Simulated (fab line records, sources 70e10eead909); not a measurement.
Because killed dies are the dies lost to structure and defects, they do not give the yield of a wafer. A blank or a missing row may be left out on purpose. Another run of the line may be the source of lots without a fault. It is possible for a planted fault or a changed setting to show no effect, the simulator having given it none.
Matching of chambers :: flow nand-harc :: 4 sister chambers for NHARC_P_CONTACT_DESCUM_17 on rie-diel-01
The step chemistry O2, time 3 s. 4 wafers are shown with their chamber, then 7 later ones without.

== EACH WAFER AND ITS CHAMBER ==
wafer: L082.1
chamber: 0
showerhead-plenum-p-Torr (Torr): 1.90

wafer: L082.3
chamber: 3
showerhead-plenum-p-Torr (Torr): 2.06

wafer: L086.1
chamber: 1
showerhead-plenum-p-Torr (Torr): 1.81

wafer: L086.4
chamber: 2
showerhead-plenum-p-Torr (Torr): 1.78

== WAFERS WHOSE CHAMBER IS MISSING ==
wafer: L086.6
showerhead-plenum-p-Torr (Torr): 1.90

wafer: L091.1
showerhead-plenum-p-Torr (Torr): 1.90

wafer: L091.2
showerhead-plenum-p-Torr (Torr): 2.05

wafer: L091.6
showerhead-plenum-p-Torr (Torr): 1.78

wafer: L092.1
showerhead-plenum-p-Torr (Torr): 1.78

wafer: L092.2
showerhead-plenum-p-Torr (Torr): 1.81

wafer: L092.6
showerhead-plenum-p-Torr (Torr): 1.90

== THE CHAMBER EACH PASSED THROUGH ==
wafer: L086.6
from the rows above: 0
in truth: 0

wafer: L091.1
from the rows above: 0
in truth: 0

wafer: L091.2
from the rows above: 3
in truth: 3

wafer: L091.6
from the rows above: 2
in truth: 2

wafer: L092.1
from the rows above: 2
in truth: 2

wafer: L092.2
from the rows above: 1
in truth: 1

wafer: L092.6
from the rows above: 0
in truth: 0
Correct placement for 7 of the 7. Left unplaced by these rows: 0. Placed wrongly: 0.
How it was worked out, from the rows above alone: a wafer's distance from a chamber is the root of the sum, over the readings, of the square of ((its reading less the chamber's mean) divided by the reading's scatter). The wafer belongs to the nearest chamber; if the next one is less than 2 further off, it can't be placed. The mean given for a chamber averages the wafers shown for that chamber. The scatter (one wafer shown for each chamber): square how far every hidden wafer sits from the nearest shown wafer, average those squares and take the square root.
